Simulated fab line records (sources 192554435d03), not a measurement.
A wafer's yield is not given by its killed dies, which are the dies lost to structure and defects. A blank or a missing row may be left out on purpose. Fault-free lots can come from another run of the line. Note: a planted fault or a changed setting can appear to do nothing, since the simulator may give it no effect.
fab line records	flow n5_finfet
record lots=7	wafers=21
route steps=1938 shown BEOL_M14@1718 PASSIVATION@1901
start_h: start of the lot's first displayed wafer, in hours after the record's first day	wait_h: hours since the lot's step before	" the same as in the row above	L1.1+2: one row covering several wafers at once	- value missing, or start not given	* or withheld: withheld	< > ~ a bound
route shown NAME@n: a module of which the file shows steps, and the number in the route of the first	usual: mean and standard deviation over wafers with no fault	same: alike in all rows	chamber/n: place in a boat	sites: readings site by site	_std_site: standard deviation across them	_edge_site: outer sites' mean less inner sites'	radius_mm: for every site, how far away it sits from the centre of the wafer	mask NAME#n: copy n	behind: the most recent tool/chamber to have shaped the wafer	hold: cause of the lot's hold/its duration in hours/its outcome	device: the transistor (n, p or np) that didn't switch	end of line: the route-end tests of the same wafers	step lacking rows: just its recipe	killed: at the first sort, the dies lost to defects and structure; wafer yield is something else	map: shows each die of a wafer: x if killed, . if not, _ if none is there
set.NAME: the setting as run; set.NAME@STEP: as run at that earlier step	model.NAME: the simulator's own value behind a step, which no gauge read
lots run with intentionally changed settings; tables by step, rows by wafer
## steps
# step N5_BEOL_M14_COAT_58
# recipe resist=BARC	temp_c=205	time_s=60	spin_rpm=1500	resist_thk_nm=89
lot.wafer	tool	chamber	start_h	wait_h	set.spin_rpm	model.BARC_of_BEOL_M14_COAT_58.thk_nm
L075.2+4	litho_track-02	0	276.95	0.0	1585	86.8
L075.6	"	0	"	"	1500	89.4
L085.2	litho_track-04	0	330.01	0.0	1500	88.8
L085.3	"	0	"	"	1584	86.2
L085.5	"	0	"	"	1500	89
L087.1+2	litho_track-02	0	341.28	0.0	1500	88.8
L087.3	"	0	"	"	1593	86.4
L092.2+5	litho_track-02	0	367.03	0.0	1500	89.2
L092.6	"	0	"	"	1409	92
L093.1	litho_track-04	0	382.29	0.0	1381	93
L093.4	"	0	"	"	1500	89.4
L093.6	"	0	"	"	1500	89.2
L097.1	litho_track-03	0	387.65	0.0	1500	89
L097.2+4	"	0	"	"	1500	89.4
L094.2	litho_track-03	0	396.59	0.0	1500	88.6
L094.4	"	0	"	"	1500	88.8
L094.6	"	0	"	"	1500	89.2
# step N5_BEOL_M14_COAT_04
# recipe spin_rpm=1704	resist_thk_nm=800
# step N5_BEOL_M14_EBR_06
# recipe solvent=PGMEA	ebr_width_mm=1.5
# step N5_BEOL_M14_DESCUM_15
# recipe chemistry=O2	time_s=7.9	source_power_w=50	bias_power_w=20	pressure_mtorr=20	rf_frequency_hz=2.712e+07	temp_c=40	o2_flow_sccm=225
# step N5_BEOL_M14_ETCH_59
# recipe chemistry=N2/H2	target=BARC	target_depth_a=890	overetch_a=267	time_s=67.9	ion_energy_ev=200	pressure_mtorr=30	source_w=840	bias_w=150	n2_flow_sccm=200	h2_flow_sccm=200
lot.wafer	tool	chamber	start_h	wait_h	set.spin_rpm@BEOL_M14_COAT_58	model.etch.depth_nm
L075.2	rie_diel-06	2	277.47	0.0	1585	86.72
L075.4	"	1	"	"	1585	86.83
L075.6	"	0	"	"	1500	89.39
L085.2	rie_diel-05	1	330.50	0.0	1500	88.79
L085.3	"	2	"	"	1584	86.19
L085.5	"	3	"	"	1500	89.06
L087.1	rie_diel-01	1	341.67	0.0	1500	88.74
L087.2	"	0	"	"	1500	88.84
L087.3	"	3	"	"	1593	86.4
L092.2	rie_diel-05	3	367.53	0.0	1500	89.11
L092.5	"	0	"	"	1500	89.13
L092.6	"	3	"	"	1409	92.05
L093.1	rie_diel-05	1	382.81	0.0	1381	93.01
L093.4	"	3	"	"	1500	89.36
L093.6	"	1	"	"	1500	89.16
L097.1	rie_diel-06	1	388.17	0.0	1500	89.04
L097.2	"	2	"	"	1500	89.36
L097.4	"	3	"	"	1500	89.48
L094.2	rie_diel-05	0	396.99	0.0	1500	88.59
L094.4	"	3	"	"	1500	88.76
L094.6	"	1	"	"	1500	89.22
# step N5_PASSIVATION_EXPOSE_27
# recipe mask_id=PAD	na=0.55	source_shape=conventional	sigma_outer=0.8	polarization=unpolarized	defocus_nm=0	dose_mj=32.3
lot.wafer	tool	chamber	start_h	wait_h	mask	set.dose_mj
L075.2+6	krf_scanner-01	0	300.20	-	PAD#0	31
L075.4	"	0	"	"	PAD#0	32.3
L085.2+3+5	krf_scanner-02	0	351.58	-	PAD#0	32.3
L087.1+2+3	krf_scanner-02	0	360.85	-	PAD#0	32.3
L092.2	krf_scanner-01	0	385.32	-	PAD#0	32.3
L092.5+6	"	0	"	"	PAD#0	30.17
L093.1+6	krf_scanner-02	0	404.37	-	PAD#0	32.3
L093.4	"	0	"	"	PAD#0	33.82
L097.1	krf_scanner-01	0	408.55	-	PAD#0	30.9
L097.2+4	"	0	"	"	PAD#0	32.3
L094.2+4+6	krf_scanner-02	0	420.64	-	PAD#0	32.3
# step N5_PASSIVATION_PEB_28
# recipe peb_temp_c=withheld	peb_time_s=*
# step N5_PASSIVATION_DEVELOP_29
# recipe develop_time_s=60	rinse_liquid=diw	dry=air_spin	dev_temp_c=21
# step N5_PASSIVATION_HARDBAKE_31
# recipe temp_c=130	time_s=120
# step N5_PASSIVATION_CD_MEAS_30
# recipe target_cd_nm=4000	landing_energy_ev=500	detector=se_inlens	polarity=opening
# usual cd_nm=4000.4/2.3
lot.wafer	tool	chamber	start_h	wait_h	set.dose_mj@PASSIVATION_EXPOSE_27	cd_nm
L075.2	cd_sem-03	0	300.37	-	31	3993.4
L075.4	"	0	"	"	32.3	3999.7
L075.6	"	0	"	"	31	3992.8
L085.2	cd_sem-03	0	351.76	-	32.3	3995.2
L085.3	"	0	"	"	32.3	4003.0
L085.5	"	0	"	"	32.3	3998.8
L087.1	cd_sem-03	0	361.02	-	32.3	4005.3
L087.2	"	0	"	"	32.3	4000.5
L087.3	"	0	"	"	32.3	3996.7
L092.2	cd_sem-03	0	385.49	-	32.3	4003.4
L092.5	"	0	"	"	30.17	3990.3
L092.6	"	0	"	"	30.17	3985.6
L093.1	cd_sem-02	0	404.55	-	32.3	4001.9
L093.4	"	0	"	"	33.82	4010.5
L093.6	"	0	"	"	32.3	4000.1
L097.1	cd_sem-02	0	408.73	-	30.9	3994.2
L097.2	"	0	"	"	32.3	4004.2
L097.4	"	0	"	"	32.3	4004.2
L094.2	cd_sem-02	0	420.82	-	32.3	4001.2
L094.4	"	0	"	"	32.3	3997.7
L094.6	"	0	"	"	32.3	4000.4
# step N5_PASSIVATION_PASS_ETCH_47
# recipe chemistry=CF4/O2	target=SiNx	target_depth_a=7700	time_s=385	ion_energy_ev=100	pressure_mtorr=40	source_w=535	bias_w=49	Ar_flow_sccm=100	cf4_flow_sccm=100	O2_flow_sccm=10
# usual rf_vpp_V=241/8.7
lot.wafer	tool	chamber	start_h	wait_h	set.source_w	rf_vpp_V	model.etch.depth_nm
L075.2	rie_diel-01	2	302.79	0.0	486.3	248	727
L075.4	"	2	"	"	535	236	782.4
L075.6	"	1	"	"	535	232	759.9
L085.2	rie_diel-01	2	353.78	0.0	535	234	785.3
L085.3	"	0	"	"	535	236	799.9
L085.5	"	0	"	"	594	223	866.7
L087.1	rie_diel-05	2	362.92	0.0	535	249	725.1
L087.2	"	3	"	"	575.4	249	818.4
L087.3	"	1	"	"	575.4	244	823.8
L092.2	rie_diel-06	0	387.49	0.0	489.1	252	760.3
L092.5	"	2	"	"	535	241	817.6
L092.6	"	3	"	"	535	234	758.2
L093.1	rie_diel-01	3	406.41	0.0	535	237	743.8
L093.4	"	2	"	"	450.9	260	666.1
L093.6	"	0	"	"	535	236	774.5
L097.1	rie_diel-01	0	410.88	0.0	535	237	778.8
L097.2	"	1	"	"	535	234	776.9
L097.4	"	3	"	"	535	236	749.5
L094.2	rie_diel-01	2	422.71	0.0	535	235	769.7
L094.4	"	2	"	"	535	235	768
L094.6	"	0	"	"	535	236	789.7
# step N5_PASSIVATION_ETCH_54
# recipe chemistry=CHF3/O2	target=SiO2	target_depth_a=8800	CHF3_flow_sccm=50	O2_flow_sccm=5	Ar_flow_sccm=200	time_s=440	mask_material=PR	pressure_mtorr=30	source_w=650	bias_w=170	ion_energy_ev=200
# usual rf_vpp_V=525/18
lot.wafer	tool	chamber	start_h	wait_h	set.source_w	rf_vpp_V	model.etch.depth_nm	model.PASSIVATION.feature_depth_nm
L075.2	rie_diel-01	2	303.01	0.1	650	515	894.6	894.6
L075.4	"	2	"	"	650	516	899	899
L075.6	"	1	"	"	650	502	859	859
L085.2	rie_diel-01	2	354.00	0.1	714	490	922.7	922.6
L085.3	"	0	"	"	650	513	868.6	868.6
L085.5	"	0	"	"	650	514	878.1	878
L087.1	rie_diel-05	2	363.15	0.1	546.8	588	789.8	789.8
L087.2	"	3	"	"	650	563	889.8	889.8
L087.3	"	1	"	"	546.8	602	826.3	826.2
L092.2	rie_diel-06	0	387.72	0.1	650	519	920.9	920.8
L092.5	"	2	"	"	650	523	909	909
L092.6	"	3	"	"	611.7	526	849.9	850
L093.1	rie_diel-01	3	406.63	0.1	650	516	859.9	860
L093.4	"	2	"	"	650	513	887.3	887.4
L093.6	"	0	"	"	616.2	527	856.1	856.2
L097.1	rie_diel-01	0	411.11	0.1	650	514	866	866
L097.2	"	1	"	"	650	511	873.1	873.2
L097.4	"	3	"	"	650	515	865	865
L094.2	rie_diel-01	2	422.94	0.1	650	514	884	884
L094.4	"	2	"	"	650	513	880.8	880.8
L094.6	"	0	"	"	650	514	877	877
# step N5_PASSIVATION_STRIP_48
# recipe chemistry=O2	power_w=600	temp_c=60	pressure_mtorr=30	rf_frequency_hz=6e+07	bias_power_w=0	overash_fraction=0.5	o2_flow_sccm=225
# step N5_PASSIVATION_STRIP_52
# recipe chemistry=post_etch_residue_remover	time_s=1200	temp_c=72.5
# step N5_PASSIVATION_SRD_72
# recipe dry=ipa_marangoni	time_s=30	temp_c=23	rinse_liquid=diw
# step N5_PASSIVATION_ANNEAL_56
# recipe temp_c=400	time_s=1800	ambient=FGA	idle_temp_c=300	ramp_up_c_per_min=5	ramp_down_c_per_min=3
# step N5_PASSIVATION_PROBE_49
# usual defect_limited_yield=91.0/1.4	killed_at_M0_to_M3=36/9.6	killed_at_M4_up=14/6.1	killed_at_contacts=13/6.6	killed_at_front_end=40/11	killed_at_other=3.2/2.9	killed_dies=106/17	killed_open=71/12	killed_short=33/7.3	sort_bin_5_function=5.3/1	sort_bin_6_memory=3.4/0.68	sort_bin_8_speed=0.0/0.51	sort_n_pass=1073/19	sort_yield_pct=91.0/1.6
# same gross_dies=1180	killed_at_back_side=0	sort_bin_4_leakage[%]=0
lot.wafer	tool	chamber	start_h	wait_h	set.source_w@PASSIVATION_PASS_ETCH_47	defect_limited_yield[%]	killed_at_M0_to_M3	killed_at_M4_up	killed_at_contacts	killed_at_front_end	killed_at_other	killed_dies	killed_open	killed_short	sort_bin_5_function[%]	sort_bin_6_memory[%]	sort_bin_8_speed[%]	sort_n_pass	sort_yield_pct[%]
L075.2	prober-01	-	305.84	0.1	486.3	88.0	31	19	9	83	0	142	86	53	7.5	3.9	0	1038	88.0
L075.4	prober-01	-	305.94	0.2	535	90.1	21	15	34	44	3	117	86	30	5.3	4.2	0.1	1063	90.1
L075.6	prober-01	-	306.04	0.3	535	91.5	20	15	8	53	4	100	62	36	5.4	2.5	0	1080	91.5
L085.2	prober-02	-	357.74	0.4	535	0	41	4	7	1114	14	1180	64	33	96.9	3.0	0	0	0
L085.3	prober-02	-	357.79	0.5	535	0	46	6	23	1100	5	1180	99	35	94.7	4.9	0	0	0
L085.5	prober-02	-	357.89	0.6	594	0	27	8	24	1116	5	1180	68	32	96.0	3.8	0	0	0
L087.1	prober-02	-	365.94	0.0	535	0	26	15	19	1116	4	1180	65	24	96.7	3.0	0	0	0
L087.2	prober-02	-	365.99	0.1	575.4	0	45	14	16	1103	2	1180	73	40	96.9	2.7	0	0	0
L087.3	prober-02	-	366.04	0.1	575.4	0	25	11	23	1119	2	1180	62	26	97.3	2.6	0	0	0
L092.2	prober-02	-	391.47	0.1	489.1	92.9	32	8	14	26	4	84	63	20	4.2	2.7	0	1096	92.9
L092.5	prober-02	-	391.62	0.2	535	91.9	40	13	17	26	0	96	62	33	4.9	3.0	0	1084	91.9
L092.6	prober-02	-	391.67	0.3	535	90.8	37	9	17	44	1	108	71	32	5.8	3.1	0	1072	90.8
L093.1	prober-01	-	409.42	0.0	535	89.7	35	26	15	41	5	122	81	28	5.6	3.9	0	1058	89.7
L093.4	prober-01	-	409.57	0.2	450.9	69.2	31	17	18	51	246	363	76	37	26.9	3.7	0	817	69.2
L093.6	prober-01	-	409.67	0.3	535	89.7	44	11	17	43	6	121	85	34	6.6	3.3	0.1	1058	89.7
L097.1	prober-01	-	413.89	0.0	535	0	47	15	3	1114	1	1180	62	27	96.2	3.6	0	0	0
L097.2	prober-01	-	413.94	0.1	535	0	40	7	3	1129	1	1180	58	26	97.2	2.7	0	0	0
L097.4	prober-01	-	414.04	0.2	535	0	57	13	4	1106	0	1180	83	33	95.8	4.0	0	0	0
L094.2	prober-02	-	426.20	0.1	535	92.3	26	16	13	33	3	91	54	37	5.4	2.1	0	1089	92.3
L094.4	prober-02	-	426.30	0.2	535	92.9	26	16	11	25	6	84	58	22	3.8	3.1	0	1096	92.9
L094.6	prober-02	-	426.40	0.3	535	92.5	20	5	24	37	2	88	64	24	4.8	2.1	0	1092	92.5
# killed by level:class
L075.2 FIN_SAQP:geometric_particle:open=22 STI_FIN_REVEAL:geometric_particle:open=21 FIN_SAQP:geometric_particle:short=20 BEOL_M4:geometric_particle:open=13 MOL_CONTACT_COAG:geometric_particle:open=9 STI_FIN_REVEAL:geometric_particle:short=7 BEOL_M0_SAQP:geometric_particle:short=6 GATE_CUT:geometric_particle:short=5
L075.4 MOL_CONTACT_COAG:geometric_particle:open=27 STI_FIN_REVEAL:geometric_particle:open=23 MOL_CONTACT_COAG:geometric_particle:short=7 BEOL_M2:geometric_particle:open=7 BEOL_M4:geometric_particle:open=7 FIN_SAQP:geometric_particle:open=5 FIN_SAQP:geometric_particle:short=3 STI_FIN_REVEAL:geometric_particle:short=3
L075.6 STI_FIN_REVEAL:geometric_particle:open=15 FIN_SAQP:geometric_particle:open=8 DUMMY_GATE:geometric_particle:open=7 GATE_CUT:geometric_particle:short=7 MOL_CONTACT_COAG:geometric_particle:open=7 FIN_SAQP:geometric_particle:short=6 BEOL_M5:geometric_particle:open=5 BEOL_M0_SAQP:geometric_particle:short=4
L085.2 DUMMY_GATE:area_cvd=1082 BEOL_M3:geometric_particle:open=9 FIN_SAQP:geometric_particle:short=8 BEOL_M0_SAQP:geometric_particle:open=8 BEOL_M2:geometric_particle:open=8 STI_FIN_REVEAL:geometric_particle:open=6 MOL_CONTACT_COAG:geometric_particle:open=6 GATE_CUT:geometric_particle:short=5
L085.3 DUMMY_GATE:area_cvd=1046 STI_FIN_REVEAL:geometric_particle:open=22 BEOL_M3:geometric_particle:open=20 MOL_CONTACT_COAG:geometric_particle:open=19 BEOL_M1:geometric_particle:open=7 FIN_SAQP:geometric_particle:short=5 FIN_SAQP:geometric_particle:open=4 STI_FIN_REVEAL:geometric_particle:short=4
L085.5 DUMMY_GATE:area_cvd=1080 MOL_CONTACT_COAG:geometric_particle:open=18 BEOL_M0_SAQP:geometric_particle:short=9 BEOL_M3:geometric_particle:open=8 FIN_SAQP:geometric_particle:open=7 MOL_CONTACT_COAG:geometric_particle:short=6 STI_FIN_REVEAL:geometric_particle:open=4 DUMMY_GATE:geometric_particle:open=4
L087.1 DUMMY_GATE:area_cvd=1090 MOL_CONTACT_COAG:geometric_particle:open=14 BEOL_M4:geometric_particle:open=10 BEOL_M0_SAQP:geometric_particle:short=8 BEOL_M2:geometric_particle:open=7 STI_FIN_REVEAL:geometric_particle:open=5 DUMMY_GATE:geometric_particle:open=5 MOL_CONTACT_COAG:geometric_particle:short=5
L087.2 DUMMY_GATE:area_cvd=1066 BEOL_M3:geometric_particle:open=13 MOL_CONTACT_COAG:geometric_particle:open=11 BEOL_M1:geometric_particle:open=11 GATE_CUT:geometric_particle:short=9 BEOL_M0_SAQP:geometric_particle:short=9 FIN_SAQP:geometric_particle:short=6 BEOL_M0_SAQP:geometric_particle:open=6
L087.3 DUMMY_GATE:area_cvd=1092 MOL_CONTACT_COAG:geometric_particle:open=21 STI_FIN_REVEAL:geometric_particle:open=8 BEOL_M0_SAQP:geometric_particle:short=7 BEOL_M0_SAQP:geometric_particle:open=6 FIN_SAQP:geometric_particle:short=4 STARTING-WAFER:geometric_particle:short=4 BEOL_M5:geometric_particle:open=4
L092.2 MOL_CONTACT_COAG:geometric_particle:open=14 STI_FIN_REVEAL:geometric_particle:open=7 BEOL_M3:geometric_particle:open=7 BEOL_M1:geometric_particle:open=7 FIN_SAQP:geometric_particle:short=5 BEOL_M2:geometric_particle:open=5 DUMMY_GATE:geometric_particle:open=4 BEOL_M0_SAQP:geometric_particle:open=3
L092.5 MOL_CONTACT_COAG:geometric_particle:open=13 BEOL_M3:geometric_particle:open=13 BEOL_M0_SAQP:geometric_particle:short=7 FIN_SAQP:geometric_particle:short=6 BEOL_M2:geometric_particle:open=6 DUMMY_GATE:geometric_particle:open=5 STI_FIN_REVEAL:geometric_particle:open=4 GATE_CUT:geometric_particle:short=4
L092.6 MOL_CONTACT_COAG:geometric_particle:open=11 BEOL_M3:geometric_particle:open=11 STI_FIN_REVEAL:geometric_particle:open=9 MOL_CONTACT_COAG:geometric_particle:short=6 STI_FIN_REVEAL:geometric_particle:short=5 DUMMY_GATE:geometric_particle:open=5 BEOL_M0_SAQP:geometric_particle:open=5 BEOL_M2:geometric_particle:open=5
L093.1 MOL_CONTACT_COAG:geometric_particle:open=12 BEOL_M1:geometric_particle:open=11 BEOL_M2:geometric_particle:open=9 BEOL_M5:geometric_particle:open=7 FIN_SAQP:area_peb=7 FIN_SAQP:geometric_particle:open=6 STI_FIN_REVEAL:geometric_particle:open=6 BEOL_M4:geometric_particle:short=6
L093.4 PASSIVATION:area_etch=244 FIN_SAQP:geometric_particle:open=17 MOL_CONTACT_COAG:geometric_particle:open=13 FIN_SAQP:geometric_particle:short=11 STI_FIN_REVEAL:geometric_particle:open=7 BEOL_M0_SAQP:geometric_particle:short=6 BEOL_M1:geometric_particle:open=6 BEOL_M4:geometric_particle:open=6
L093.6 STI_FIN_REVEAL:geometric_particle:open=17 BEOL_M1:geometric_particle:open=15 MOL_CONTACT_COAG:geometric_particle:open=14 FIN_SAQP:geometric_particle:open=9 BEOL_M5:geometric_particle:open=7 BEOL_M2:geometric_particle:open=7 FIN_SAQP:geometric_particle:short=6 BEOL_M2:geometric_particle:short=6
L097.1 DUMMY_GATE:area_cvd=1088 BEOL_M0_SAQP:geometric_particle:open=10 BEOL_M2:geometric_particle:open=8 BEOL_M3:geometric_particle:open=8 BEOL_M1:geometric_particle:open=7 BEOL_M0_SAQP:geometric_particle:short=6 BEOL_M4:geometric_particle:open=6 STI_FIN_REVEAL:geometric_particle:open=4
L097.2 DUMMY_GATE:area_cvd=1092 BEOL_M3:geometric_particle:open=13 FIN_SAQP:geometric_particle:short=10 BEOL_M2:geometric_particle:open=9 STI_FIN_REVEAL:geometric_particle:open=8 DUMMY_GATE:geometric_particle:open=6 BEOL_M3:geometric_particle:short=6 BEOL_M1:geometric_particle:open=5
L097.4 DUMMY_GATE:area_cvd=1058 BEOL_M0_SAQP:geometric_particle:open=18 BEOL_M0_SAQP:geometric_particle:short=16 STI_FIN_REVEAL:geometric_particle:open=12 FIN_SAQP:geometric_particle:open=9 BEOL_M1:geometric_particle:open=9 FIN_SAQP:geometric_particle:short=6 BEOL_M3:geometric_particle:open=5
L094.2 MOL_CONTACT_COAG:geometric_particle:open=12 GATE_CUT:geometric_particle:short=9 BEOL_M0_SAQP:geometric_particle:open=9 BEOL_M4:geometric_particle:open=7 ILD0:geometric_particle:short=5 BEOL_M0_SAQP:geometric_particle:short=5 BEOL_M2:geometric_particle:short=5 STARTING-WAFER:geometric_particle:short=4
L094.4 MOL_CONTACT_COAG:geometric_particle:open=9 DUMMY_GATE:geometric_particle:open=7 BEOL_M0_SAQP:geometric_particle:short=5 BEOL_M2:geometric_particle:open=5 BEOL_M4:geometric_particle:open=5 STI_FIN_REVEAL:geometric_particle:open=4 GATE_CUT:geometric_particle:short=4 BEOL_M0_SAQP:geometric_particle:open=4
L094.6 MOL_CONTACT_COAG:geometric_particle:open=19 STI_FIN_REVEAL:geometric_particle:open=8 SPACER0:geometric_particle:short=5 SPACER0:geometric_particle:open=5 MOL_CONTACT_COAG:geometric_particle:short=5 DUMMY_GATE:geometric_particle:open=4 BEOL_M0:geometric_particle:short=4 STARTING-WAFER:geometric_particle:open=4
## key
split step=N5_BEOL_M14_COAT_58	setting=spin_rpm	stated=1500	by=wafer
response step=N5_BEOL_M14_COAT_58	reading=model.BARC_of_BEOL_M14_COAT_58.thk_nm	change=-0.452	per=1%	r=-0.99
response step=N5_BEOL_M14_ETCH_59	reading=model.etch.depth_nm	change=-0.459	per=1%	r=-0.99
split step=N5_PASSIVATION_EXPOSE_27	setting=dose_mj	stated=32.3	by=wafer
response step=N5_PASSIVATION_CD_MEAS_30	reading=cd_nm	change=+2.15	per=1%	r=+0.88
split step=N5_PASSIVATION_PASS_ETCH_47	setting=source_w	stated=535	by=wafer
response step=N5_PASSIVATION_PASS_ETCH_47	reading=rf_vpp_V	change=-1.37	per=1%	r=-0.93
response step=N5_PASSIVATION_PASS_ETCH_47	reading=model.etch.depth_nm	change=+6.26	per=1%	r=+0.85
response step=N5_PASSIVATION_PROBE_49	reading=defect_limited_yield	shape=bent	at_lowest=69.2	at_stated=54.8	at_highest=0
response step=N5_PASSIVATION_PROBE_49	reading=killed_dies	shape=bent	at_lowest=363	at_stated=534	at_highest=1180
response step=N5_PASSIVATION_PROBE_49	reading=sort_bin_5_function	shape=bent	at_lowest=26.9	at_stated=41.7	at_highest=96.0
response step=N5_PASSIVATION_PROBE_49	reading=sort_n_pass	shape=bent	at_lowest=817	at_stated=646	at_highest=0
response step=N5_PASSIVATION_PROBE_49	reading=sort_yield_pct	shape=bent	at_lowest=69.2	at_stated=54.8	at_highest=0
split step=N5_PASSIVATION_ETCH_54	setting=source_w	stated=650	by=wafer
response step=N5_PASSIVATION_ETCH_54	reading=rf_vpp_V	change=-2	per=1%	r=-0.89
response step=N5_PASSIVATION_ETCH_54	reading=model.etch.depth_nm	change=+5.5	per=1%	r=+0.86
response step=N5_PASSIVATION_ETCH_54	reading=model.PASSIVATION.feature_depth_nm	change=+5.5	per=1%	r=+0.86
